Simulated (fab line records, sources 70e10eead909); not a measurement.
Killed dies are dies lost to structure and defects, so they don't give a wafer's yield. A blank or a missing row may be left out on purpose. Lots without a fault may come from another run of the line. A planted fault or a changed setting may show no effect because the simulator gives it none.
Chamber matching | flow nand_harc | NHARC_P_CONTACT_ALD_22 on ald_metal-02: 4 sister chambers
The step deposits TiN, target thk 3 nm, pulse time 1 s, ald cycles 150. 4 wafers are shown with their chamber, then 8 later ones without.

WAFERS WITH THEIR CHAMBER
wafer  | chamber | heater_power_w (W)
L083.2 | 0       | 987
L091.2 | 1       | 1276
L091.4 | 2       | 967
L092.2 | 3       | 856

WAFERS WITHOUT THEIR CHAMBER
wafer  | heater_power_w (W)
L092.3 | 1022
L092.6 | 1036
L097.1 | 1047
L097.2 | 944
L097.6 | 1272
L097.3 | 1268
L097.4 | 889
L097.5 | 1049

WHICH CHAMBER EACH WENT THROUGH
wafer  | from the rows above          | in truth
L092.3 | can't be placed: 0 or 2      | 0
L092.6 | can't be placed: 0 or 2      | 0
L097.1 | can't be placed: 0 or 2      | 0
L097.2 | can't be placed: 2 or 0 or 3 | 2
L097.6 | 1                            | 1
L097.3 | 1                            | 1
L097.4 | can't be placed: 3 or 2 or 0 | 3
L097.5 | can't be placed: 0 or 2      | 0
Placed correctly: 2 of 8. Can't be placed from these rows: 6 (the true chamber is among the candidates in 6). Placed wrongly: 0.
How it was worked out, from the rows above alone: a wafer's distance from a chamber is the root of the sum, over the readings, of the square of ((its reading less the chamber's mean) divided by the reading's scatter). The wafer belongs to the nearest chamber; if the next one is less than 2 further off, it can't be placed. A chamber's mean is the mean of its shown wafers. The scatter: with one shown wafer a chamber, the root of the mean of the squares of how far each hidden wafer lies from its nearest shown one.
